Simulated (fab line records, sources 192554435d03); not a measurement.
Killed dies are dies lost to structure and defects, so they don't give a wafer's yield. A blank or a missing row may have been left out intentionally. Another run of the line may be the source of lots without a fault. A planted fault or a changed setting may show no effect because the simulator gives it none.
Chamber matching || flow n5_finfet || N5_BEOL_M6_CURE_75 on uv_cure-02: 3 sister chambers
The step cures SiCOH lowk, time 120 s. 24 wafers are shown with their chamber, then 12 later ones without.

## EACH WAFER AND ITS CHAMBER
{"wafer": "L074.1", "chamber": 0, "wafer_temp_C_max": 371.9, "lamp_power_pct (%)": 52.30}
{"wafer": "L074.2", "chamber": 0, "wafer_temp_C_max": 372.0, "lamp_power_pct (%)": 52.27}
{"wafer": "L074.3", "chamber": 0, "wafer_temp_C_max": 371.2, "lamp_power_pct (%)": 52.33}
{"wafer": "L075.1", "chamber": 1, "wafer_temp_C_max": 372.4, "lamp_power_pct (%)": 52.30}
{"wafer": "L075.2", "chamber": 1, "wafer_temp_C_max": 372.1, "lamp_power_pct (%)": 52.38}
{"wafer": "L075.6", "chamber": 1, "wafer_temp_C_max": 372.8, "lamp_power_pct (%)": 52.37}
{"wafer": "L077.1", "chamber": 2, "wafer_temp_C_max": 372.6, "lamp_power_pct (%)": 52.22}
{"wafer": "L077.4", "chamber": 2, "wafer_temp_C_max": 371.4, "lamp_power_pct (%)": 52.21}
{"wafer": "L077.6", "chamber": 2, "wafer_temp_C_max": 371.8, "lamp_power_pct (%)": 52.37}
{"wafer": "L078.1", "chamber": 1, "wafer_temp_C_max": 372.1, "lamp_power_pct (%)": 52.23}
{"wafer": "L078.3", "chamber": 1, "wafer_temp_C_max": 372.1, "lamp_power_pct (%)": 52.47}
{"wafer": "L078.6", "chamber": 1, "wafer_temp_C_max": 372.8, "lamp_power_pct (%)": 52.40}
{"wafer": "L078.2", "chamber": 1, "wafer_temp_C_max": 372.2, "lamp_power_pct (%)": 52.28}
{"wafer": "L078.4", "chamber": 1, "wafer_temp_C_max": 372.3, "lamp_power_pct (%)": 52.37}
{"wafer": "L078.5", "chamber": 1, "wafer_temp_C_max": 372.1, "lamp_power_pct (%)": 52.31}
{"wafer": "L082.1", "chamber": 2, "wafer_temp_C_max": 372.5, "lamp_power_pct (%)": 52.29}
{"wafer": "L082.3", "chamber": 2, "wafer_temp_C_max": 373.4, "lamp_power_pct (%)": 52.27}
{"wafer": "L082.4", "chamber": 2, "wafer_temp_C_max": 371.5, "lamp_power_pct (%)": 52.29}
{"wafer": "L082.2", "chamber": 2, "wafer_temp_C_max": 372.7, "lamp_power_pct (%)": 52.33}
{"wafer": "L082.5", "chamber": 2, "wafer_temp_C_max": 372.3, "lamp_power_pct (%)": 52.27}
{"wafer": "L082.6", "chamber": 2, "wafer_temp_C_max": 372.1, "lamp_power_pct (%)": 52.38}
{"wafer": "L085.3", "chamber": 1, "wafer_temp_C_max": 372.7, "lamp_power_pct (%)": 52.32}
{"wafer": "L085.4", "chamber": 1, "wafer_temp_C_max": 372.1, "lamp_power_pct (%)": 52.32}
{"wafer": "L085.5", "chamber": 1, "wafer_temp_C_max": 372.2, "lamp_power_pct (%)": 52.18}

SIGNATURES, as means of the wafers listed above
{"reading": "wafer_temp_C_max", "chamber 0": 371.700, "chamber 1": 372.325, "chamber 2": 372.256, "scatter within a chamber": 0.462}
{"reading": "lamp_power_pct", "chamber 0": 52.3000, "chamber 1": 52.3275, "chamber 2": 52.2922, "scatter within a chamber": 0.0678}
Rule: for a wafer and a chamber, the distance is found by dividing, reading by reading, the gap between the wafer's reading and the chamber's mean by the reading's scatter, squaring, summing and taking the root. If the next closest chamber is less than 2 further off than the closest, the wafer can't be placed; otherwise it belongs to the closest. The scatter is the square root of a quotient: the sum, over the shown wafers, of each reading's squared deviation from its chamber's mean, divided by wafers minus chambers.

## WAFERS MISSING THEIR CHAMBER
{"wafer": "L088.1", "wafer_temp_C_max": 372.9, "lamp_power_pct (%)": 52.33}
{"wafer": "L088.4", "wafer_temp_C_max": 372.0, "lamp_power_pct (%)": 52.27}
{"wafer": "L088.5", "wafer_temp_C_max": 372.0, "lamp_power_pct (%)": 52.25}
{"wafer": "L088.2", "wafer_temp_C_max": 372.1, "lamp_power_pct (%)": 52.37}
{"wafer": "L088.3", "wafer_temp_C_max": 372.7, "lamp_power_pct (%)": 52.26}
{"wafer": "L088.6", "wafer_temp_C_max": 372.1, "lamp_power_pct (%)": 52.28}
{"wafer": "L091.3", "wafer_temp_C_max": 372.6, "lamp_power_pct (%)": 52.27}
{"wafer": "L091.4", "wafer_temp_C_max": 372.3, "lamp_power_pct (%)": 52.33}
{"wafer": "L091.6", "wafer_temp_C_max": 371.9, "lamp_power_pct (%)": 52.42}
{"wafer": "L096.1", "wafer_temp_C_max": 371.8, "lamp_power_pct (%)": 52.32}
{"wafer": "L096.2", "wafer_temp_C_max": 372.1, "lamp_power_pct (%)": 52.24}
{"wafer": "L096.6", "wafer_temp_C_max": 372.6, "lamp_power_pct (%)": 52.20}

## WHICH CHAMBER EACH ONE RAN IN
{"wafer": "L088.1", "from the rows above": "can't be placed: 1 or 2 or 0", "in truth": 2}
{"wafer": "L088.4", "from the rows above": "can't be placed: 2 or 0 or 1", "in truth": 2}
{"wafer": "L088.5", "from the rows above": "can't be placed: 2 or 0 or 1", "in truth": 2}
{"wafer": "L088.2", "from the rows above": "can't be placed: 1 or 2 or 0", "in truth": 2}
{"wafer": "L088.3", "from the rows above": "can't be placed: 2 or 1 or 0", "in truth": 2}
{"wafer": "L088.6", "from the rows above": "can't be placed: 2 or 1 or 0", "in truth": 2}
{"wafer": "L091.3", "from the rows above": "can't be placed: 2 or 1 or 0", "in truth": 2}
{"wafer": "L091.4", "from the rows above": "can't be placed: 1 or 2 or 0", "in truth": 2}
{"wafer": "L091.6", "from the rows above": "can't be placed: 1 or 0 or 2", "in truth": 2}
{"wafer": "L096.1", "from the rows above": "can't be placed: 0 or 2 or 1", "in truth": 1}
{"wafer": "L096.2", "from the rows above": "can't be placed: 2 or 0 or 1", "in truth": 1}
{"wafer": "L096.6", "from the rows above": "can't be placed: 2 or 1 or 0", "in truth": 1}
Correct placement for 0 of the 12. Cannot be placed on the basis of these rows: 12; the candidates contain the true chamber in 12. 0 placed wrongly.
